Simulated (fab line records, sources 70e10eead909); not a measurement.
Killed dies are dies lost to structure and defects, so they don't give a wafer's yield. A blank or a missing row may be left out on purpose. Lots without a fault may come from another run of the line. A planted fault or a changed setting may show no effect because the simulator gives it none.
Chamber matching | flow nand_harc | NHARC_P_BONDPAD_DESCUM_11 on rie_diel-06: 4 sister chambers
The step chemistry O2, time 3 s. 18 wafers are shown with their chamber, then 9 later ones without.

WAFERS WITH THEIR CHAMBER
wafer  | chamber | showerhead_plenum_p_Torr (Torr) | drypump_motor_current_A (A) | oes_product_au (a.u.)
L078.1 | 0       | 1.82                            | 6.0                         | 1.004
L078.4 | 1       | 1.96                            | 6.5                         | 0.996
L078.6 | 1       | 1.96                            | 6.5                         | 0.994
L078.2 | 2       | 1.94                            | 5.9                         | 1.012
L078.3 | 3       | 2.03                            | 5.8                         | 1.014
L078.5 | 2       | 1.94                            | 5.8                         | 1.014
L080.1 | 1       | 1.96                            | 6.5                         | 0.998
L080.4 | 0       | 1.82                            | 6.0                         | 1.003
L080.6 | 3       | 2.02                            | 5.8                         | 1.003
L081.2 | 1       | 1.96                            | 6.5                         | 0.996
L081.4 | 2       | 1.94                            | 5.8                         | 1.010
L081.6 | 1       | 1.96                            | 6.5                         | 0.995
L083.1 | 3       | 2.02                            | 5.8                         | 1.002
L083.3 | 0       | 1.82                            | 6.0                         | 0.994
L083.5 | 1       | 1.96                            | 6.5                         | 0.995
L090.1 | 0       | 1.82                            | 6.0                         | 0.993
L090.5 | 0       | 1.82                            | 6.0                         | 0.994
L090.6 | 1       | 1.96                            | 6.5                         | 0.994

SIGNATURES (means of the wafers above)
reading                  | chamber 0 | chamber 1 | chamber 2 | chamber 3 | scatter within a chamber
showerhead_plenum_p_Torr | 1.8200    | 1.9600    | 1.9400    | 2.0233    | 0.00218
drypump_motor_current_A  | 6.000     | 6.500     | 5.833     | 5.800     | 0.0218
oes_product_au           | 0.99760   | 0.99543   | 1.01200   | 1.00633   | 0.00401
Rule: a wafer's distance from a chamber is the root of the sum, over the readings, of the square of ((its reading less the chamber's mean) divided by the reading's scatter). The wafer belongs to the nearest chamber; if the next one is less than 2 further off, it can't be placed. The scatter: the root of (the sum of the squares of (reading less its chamber's mean) over the shown wafers, divided by (wafers less chambers)).

WAFERS WITHOUT THEIR CHAMBER
wafer  | showerhead_plenum_p_Torr (Torr) | drypump_motor_current_A (A) | oes_product_au (a.u.)
L093.3 | 2.02                            | 5.8                         | 1.001
L093.4 | 1.82                            | 6.0                         | 1.012
L093.6 | 2.02                            | 5.8                         | 1.010
L094.1 | 1.96                            | 6.6                         | 1.010
L094.2 | 2.02                            | 5.8                         | 1.016
L094.4 | 1.82                            | 6.0                         | 1.016
L097.2 | 1.82                            | 6.0                         | 1.002
L097.4 | 1.94                            | 5.9                         | 1.004
L097.5 | 1.82                            | 6.0                         | 0.999

WHICH CHAMBER EACH WENT THROUGH
wafer  | from the rows above | in truth
L093.3 | 3                   | 3
L093.4 | 0                   | 0
L093.6 | 3                   | 3
L094.1 | 1                   | 1
L094.2 | 3                   | 3
L094.4 | 0                   | 0
L097.2 | 0                   | 0
L097.4 | 2                   | 2
L097.5 | 0                   | 0
Placed correctly: 9 of 9. Can't be placed from these rows: 0. Placed wrongly: 0.
